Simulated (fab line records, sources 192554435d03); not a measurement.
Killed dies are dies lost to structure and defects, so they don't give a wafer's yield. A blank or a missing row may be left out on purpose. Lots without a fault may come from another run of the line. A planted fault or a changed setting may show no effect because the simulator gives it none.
Chamber matching | flow n5_finfet | N5_BEOL_M13_DESCUM_15 on rie_diel-01: 4 sister chambers
The step chemistry O2, time 7.9 s. 14 wafers are shown with their chamber, then 7 later ones without.

WAFERS WITH THEIR CHAMBER
wafer  | chamber | drypump_motor_current_A (A) | showerhead_plenum_p_Torr (Torr) | throttle_valve_pct (%)
L572.2 | 3       | 4.7                         | 2.16                            | 20.30
L572.4 | 1       | 5.8                         | 2.14                            | 20.39
L572.5 | 0       | 5.4                         | 2.17                            | 20.29
L571.2 | 0       | 5.5                         | 2.17                            | 20.29
L571.5 | 2       | 4.9                         | 2.09                            | 20.70
L571.6 | 3       | 4.6                         | 2.16                            | 20.29
L570.3 | 0       | 5.5                         | 2.17                            | 20.31
L570.4 | 3       | 4.6                         | 2.15                            | 20.29
L570.6 | 2       | 4.9                         | 2.09                            | 20.68
L584.2 | 2       | 5.0                         | 2.08                            | 20.73
L584.3 | 0       | 5.5                         | 2.16                            | 20.36
L584.5 | 3       | 4.6                         | 2.15                            | 20.34
L583.1 | 0       | 5.5                         | 2.16                            | 20.36
L583.2 | 1       | 5.8                         | 2.13                            | 20.45

SIGNATURES (means of the wafers above)
reading                  | chamber 0 | chamber 1 | chamber 2 | chamber 3 | scatter within a chamber
drypump_motor_current_A  | 5.480     | 5.800     | 4.933     | 4.625     | 0.0471
showerhead_plenum_p_Torr | 2.1660    | 2.1350    | 2.0867    | 2.1550    | 0.0058
throttle_valve_pct       | 20.3220   | 20.4200   | 20.7033   | 20.3050   | 0.0314
Rule: a wafer's distance from a chamber is the root of the sum, over the readings, of the square of ((its reading less the chamber's mean) divided by the reading's scatter). The wafer belongs to the nearest chamber; if the next one is less than 2 further off, it can't be placed. The scatter: the root of (the sum of the squares of (reading less its chamber's mean) over the shown wafers, divided by (wafers less chambers)).

WAFERS WITHOUT THEIR CHAMBER
wafer  | drypump_motor_current_A (A) | showerhead_plenum_p_Torr (Torr) | throttle_valve_pct (%)
L583.5 | 4.6                         | 2.15                            | 20.33
L582.3 | 5.7                         | 2.13                            | 20.45
L582.4 | 4.6                         | 2.15                            | 20.33
L582.5 | 5.5                         | 2.16                            | 20.36
L587.1 | 5.8                         | 2.13                            | 20.46
L587.4 | 4.6                         | 2.14                            | 20.34
L587.6 | 5.4                         | 2.16                            | 20.35

WHICH CHAMBER EACH WENT THROUGH
wafer  | from the rows above | in truth
L583.5 | 3                   | 3
L582.3 | 1                   | 1
L582.4 | 3                   | 3
L582.5 | 0                   | 0
L587.1 | 1                   | 1
L587.4 | 3                   | 3
L587.6 | 0                   | 0
Placed correctly: 7 of 7. Can't be placed from these rows: 0. Placed wrongly: 0.
